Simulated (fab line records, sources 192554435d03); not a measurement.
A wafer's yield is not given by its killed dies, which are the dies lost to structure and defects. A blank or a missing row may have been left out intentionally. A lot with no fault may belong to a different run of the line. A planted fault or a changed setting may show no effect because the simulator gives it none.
Matching of chambers -- flow n5 finfet -- pecvd-01 running N5_BEOL_M6_ILD_DEP_00: 3 sister chambers
The step deposits SiCOH lowk from DEMS/porogen, target thk 179.75 nm, time 33.4 s. 3 wafers are shown with their chamber, then 12 later ones without.

== WAFERS, EACH WITH ITS CHAMBER ==
wafer,chamber,showerhead plenum p Torr (Torr)
L087.4,1,5.735
L091.5,0,5.740
L091.6,2,5.748

== WAFERS WHOSE CHAMBER IS MISSING ==
wafer,showerhead plenum p Torr (Torr)
L093.1,5.717
L093.2,5.743
L093.6,5.757
L094.1,5.738
L094.4,5.736
L094.5,5.728
L092.4,5.756
L092.5,5.751
L092.6,5.736
L097.2,5.750
L097.3,5.721
L097.5,5.746

== THE CHAMBER EACH PASSED THROUGH ==
wafer,from the rows above,in truth
L093.1,can't be placed: 1 or 0 or 2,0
L093.2,can't be placed: 0 or 2 or 1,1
L093.6,can't be placed: 2 or 0 or 1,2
L094.1,can't be placed: 0 or 1 or 2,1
L094.4,can't be placed: 1 or 0 or 2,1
L094.5,can't be placed: 1 or 0 or 2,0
L092.4,can't be placed: 2 or 0 or 1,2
L092.5,can't be placed: 2 or 0 or 1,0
L092.6,can't be placed: 1 or 0 or 2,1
L097.2,can't be placed: 2 or 0 or 1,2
L097.3,can't be placed: 1 or 0 or 2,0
L097.5,can't be placed: 2 or 0 or 1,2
Correctly placed: 0 of 12. These rows do not allow placing 12 (true chamber among the candidates in 12). Number placed wrongly: 0.
How it was worked out, from the rows above alone: a wafer's distance from a chamber is the root of the sum, over the readings, of the square of ((its reading less the chamber's mean) divided by the reading's scatter). If the next closest chamber is less than 2 further off than the closest, the wafer can't be placed; otherwise it belongs to the closest. A chamber's mean is the mean of its shown wafers. The scatter: root of mean squared gap, hidden wafer to nearest shown wafer, with one shown wafer a chamber.
